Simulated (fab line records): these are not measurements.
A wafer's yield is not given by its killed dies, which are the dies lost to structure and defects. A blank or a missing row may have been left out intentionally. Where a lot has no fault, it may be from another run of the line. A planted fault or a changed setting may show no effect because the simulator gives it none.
A single fault, viewed from 3 desks + flow n5_finfet + numbers are kept per desk, each desk with only its own; the story behind them comes last

== THE METROLOGY DESK ==
What the gauges read for every lot (on any tool): the sampled wafers with a number, averaged. If a lot's mean is further than 4 standard deviations from the usual mean, the lot is out of limits and carries the mark OUT (the distance appears in the brackets). It has 10 readings; the 7 that lie furthest out on some lot are the ones shown.
Columns: A = DIBL_N at N5_BEOL_M4_RC_MEAS_101, usual 36.3 mV/V; B = IOFF_N at N5_BEOL_M4_RC_MEAS_101, usual 0.155 nA/um; C = IOFF_P at N5_BEOL_M4_RC_MEAS_101, usual 0.204 nA/um; D = ION_N at N5_BEOL_M4_RC_MEAS_101, usual 671 uA/um; E = SS_N at N5_BEOL_M4_RC_MEAS_101, usual 71.5 mV/dec; F = VT_N at N5_BEOL_M4_RC_MEAS_101, usual 250.2 mV; G = VT_P at N5_BEOL_M4_RC_MEAS_101, usual -251 mV
| lot  | first seen here | A    | B     | C     | D   | E    | F     | G    |
|------|-----------------|------|-------|-------|-----|------|-------|------|
| L832 | day 8 17:21     | 35.3 | 0.150 | 0.201 | 666 | 71.5 | 248.0 | -249 |
| L837 | day 9 00:10     | 36.8 | 0.175 | 0.231 | 678 | 71.0 | 248.1 | -247 |
| L838 | day 9 17:58     | 38.9 | 0.191 | 0.246 | 675 | 72.4 | 248.8 | -247 |
| L839 | day 9 20:37     | 36.0 | 0.144 | 0.179 | 669 | 71.3 | 252.7 | -256 |
| L841 | day 10 16:14    | 35.7 | 0.144 | 0.211 | 670 | 71.9 | 250.3 | -247 |
| L842 | day 10 22:15    | 36.7 | 0.159 | 0.200 | 673 | 71.7 | 249.8 | -252 |
| L853 | day 13 06:14    | 36.8 | 0.172 | 0.230 | 674 | 71.2 | 247.8 | -247 |
| L854 | day 13 14:47    | 34.5 | 0.117 | 0.176 | 653 | 71.3 | 253.8 | -252 |
| L855 | day 13 19:38    | 35.9 | 0.146 | 0.183 | 669 | 71.7 | 251.2 | -253 |
This desk found nothing out of limits on any of the 9 lots.

== THE DEFECT DESK ==
Per lot, the means of the sampled wafers with a number show what the inspections along the route counted. If a lot's mean is further than 4 standard deviations from the usual mean, the lot is out of limits and carries the mark OUT (the distance appears in the brackets).
Columns: A = raw_defect_count at N5_STI_FIN_REVEAL_INSPECT_13, usual 14
| lot  | first seen here | A                     |
|------|-----------------|-----------------------|
| L832 | day 2 13:28     | 9                     |
| L837 | day 3 19:06     | 25                    |
| L838 | day 4 00:46     | 9                     |
| L839 | day 4 07:35     | 12                    |
| L841 | day 4 19:50     | 792 (+99 or more) OUT |
| L842 | day 5 05:55     | 794 (+99 or more) OUT |
| L853 | day 7 21:38     | 14                    |
| L854 | day 8 03:56     | 8                     |
| L855 | day 8 08:01     | 13                    |
This desk finds L841, L842 out of limits, L841 being first, at day 4 19:50 (raw_defect_count at N5_STI_FIN_REVEAL_INSPECT_13). Within limits: L832, L837, L838, L839, L853, L854, L855.

== AT THE TOOL OWNER'S DESK: wet_bench-03 ==
The tool's own readings at N5_STI_FIN_REVEAL_PRECLEAN_18 (cleans in SC2, time 45 s): means of the sampled wafers that have a number, for each lot that ran on this tool. If a lot's mean is further than 4 standard deviations from the usual mean, the lot is out of limits and carries the mark OUT (the distance appears in the brackets).
Columns: A = bath_guard_temp_C at N5_STI_FIN_REVEAL_PRECLEAN_18, usual 34.9 C
| lot  | first seen here | A    |
|------|-----------------|------|
| L838 | day 4 00:43     | 34.6 |
| L839 | day 4 07:32     | 34.8 |
| L841 | day 4 19:47     | 34.9 |
| L842 | day 5 05:51     | 34.6 |
| L855 | day 8 07:55     | 34.4 |
This desk found nothing out of limits on any of the 5 lots.

== BROUGHT TOGETHER ==
The defect desk could have raised an alarm at day 4 19:50, on L841, L842.
From the metrology desk's view, nothing was out of limits.
The desk of the tool owner found nothing out of limits.
The metrology desk has L841, L842 on record, within its limits.
The tool owner's desk has L841, L842 on record, within its limits.
N5_STI_FIN_REVEAL_PRECLEAN_18 was run on wet_bench-03 by each of the lots named.

== WHAT HAD BEEN PUT IN BY THE SIMULATOR ==
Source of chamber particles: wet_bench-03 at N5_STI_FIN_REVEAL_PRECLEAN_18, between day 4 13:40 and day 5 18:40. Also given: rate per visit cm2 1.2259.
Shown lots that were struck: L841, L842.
Hours from the fault's start to each desk's first reading out of limits: the defect desk, 6.
